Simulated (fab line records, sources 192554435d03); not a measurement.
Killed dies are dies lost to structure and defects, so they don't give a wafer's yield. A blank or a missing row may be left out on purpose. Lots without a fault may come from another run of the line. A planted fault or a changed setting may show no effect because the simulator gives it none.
A struck lot beside a sound one | flow n5_finfet | 16 steps out of a route of 1938
Sound: wafers L270.1, L270.4, L270.5. Struck: wafers L285.2, L285.4, L285.6. The cause comes at the end.
At each step with rows: each side's tool, then ch and its chambers, then its first start. Under that, the readings that differ: sound wafers | struck wafers | difference of the means | sigmas: that difference in standard deviations of wafers without a fault.
alike: readings whose means differ by less than 2 such deviations, and words and numbers that are the same on both sides. not compared: withheld readings, readings that some wafer has no value for, bounds like >300 that may hide the same value, and numbers for which the record gives no deviation and whose values overlap.
The two part at a step that has a row with sigmas, a row that says differs or no value, or rows on one side only. Numbers that don't overlap but have no deviation are shown without sigmas and don't part them. A reading that every wafer of one side lacks parts them only if that side has two wafers or more.

first, 9 steps without rows for these wafers: N5_SDB_COAT_04 (time 60 s, resist thk 18 nm); N5_SDB_COAT_05 (resist thk 90 nm); N5_SDB_EBR_07; N5_SDB_SOFTBAKE_06 (time 60 s); N5_SDB_EXPOSE_08 (exposes mask SDB); N5_SDB_PEB_09 (peb time 60 s); N5_SDB_DEVELOP_10 (develop time 30 s); N5_SDB_DESCUM_16 (chemistry O2, time 7.9 s); N5_SDB_ETCH_17 (etches SiARC in CF4, target depth 23.4 nm, time 39 s).
N5_SDB_ETCH_18: etches SOC in N2/H2, target depth 100 nm, overetch 20 nm, time 150 s.
  sound on rie_diel-03 ch 0,1,2, day 5 00:21; struck on rie_diel-04 ch 0,1, day 8 14:23
  no value came back on the struck wafers for any of 7 readings (bias_w (W), chamber_pressure_mTorr (mTorr) and others); on the sound wafers bias_w (W) reads 149.7 150.4 149.9
  reading                                  | sound          | struck         | difference | sigmas
  model.CAR-ArF_of_SDB_COAT_05.thk_nm (nm) | 0 0 0          | 66.2 66.2 66.2 | +66.2      |
  model.SiARC_of_SDB_COAT_04.thk_nm (nm)   | 12.2 12.4 13.4 | 18 18 18       | +5         |
  not compared: rf_hours_counter_h
then, 2 steps without rows for these wafers: N5_SDB_STRIP_19 (strips in N2/H2); N5_SDB_STRIP_21 (strips in CF4).
N5_SDB_HM_OPEN_20: chemistry CH3F/O2, target SiNx, stops on poly-Si, target depth 24 nm.
  sound on rie_diel-03 ch 0,1,2, day 5 00:31; struck on rie_diel-04 ch 0,1, day 8 14:33
  reading               | sound          | struck         | difference | sigmas
  oes_product_au (a.u.) | 0.72 0.61 0.60 | 0.26 0.28 0.26 | -0.38      | -6
  alike: drypump_motor_current_A, rf_vpp_V, showerhead_plenum_p_Torr, throttle_valve_pct
  not compared: rf_hours_counter_h
then, 1 step without rows for these wafers: N5_SDB_STRIP_22 (strips in N2/H2).
N5_BEOL_M4_RC_MEAS_101:
  the record has rows for the sound wafers here (prober-01 ch 0, day 10 17:10) and none for the struck ones
-- the record jumps here: 10 days lie between the struck wafers' starts before and after (it left off in module BEOL_M4 and takes up again in module PASSIVATION, whose first step shown is number 1936 of the route) --
N5_PASSIVATION_PROBE_49:
  sound on prober-01, day 14 20:09; struck on prober-02, day 18 09:50
  reading                  | sound          | struck         | difference | sigmas
  defect_limited_yield (%) | 91.0 92.5 92.5 | 0 0 0          | -92        | -66
  killed_at_front_end      | 42 25 28       | 1117 1128 1109 | +1086      | +99 or more
  killed_dies              | 106 89 89      | 1180 1180 1180 | +1085      | +64
  killed_on_rim            | 17 5 20        | 152 152 152    | +138       | +34
  sort_bin_5_function (%)  | 4.8 4.4 4.6    | 96.5 96.5 95.8 | +91.7      | +92
  sort_n_pass              | 1074 1091 1091 | 0 0 0          | -1085      | -21
  sort_yield_pct (%)       | 91 92 92       | 0 0 0          | -92        | -21
  alike: killed_at_M0_to_M3, killed_at_M4_up, killed_at_contacts, killed_at_other, killed_open, killed_short, sort_bin_6_memory

WHERE THEY PART
First at N5_SDB_ETCH_18; last, within this record, at N5_PASSIVATION_PROBE_49.

WHY: what the simulator had put in
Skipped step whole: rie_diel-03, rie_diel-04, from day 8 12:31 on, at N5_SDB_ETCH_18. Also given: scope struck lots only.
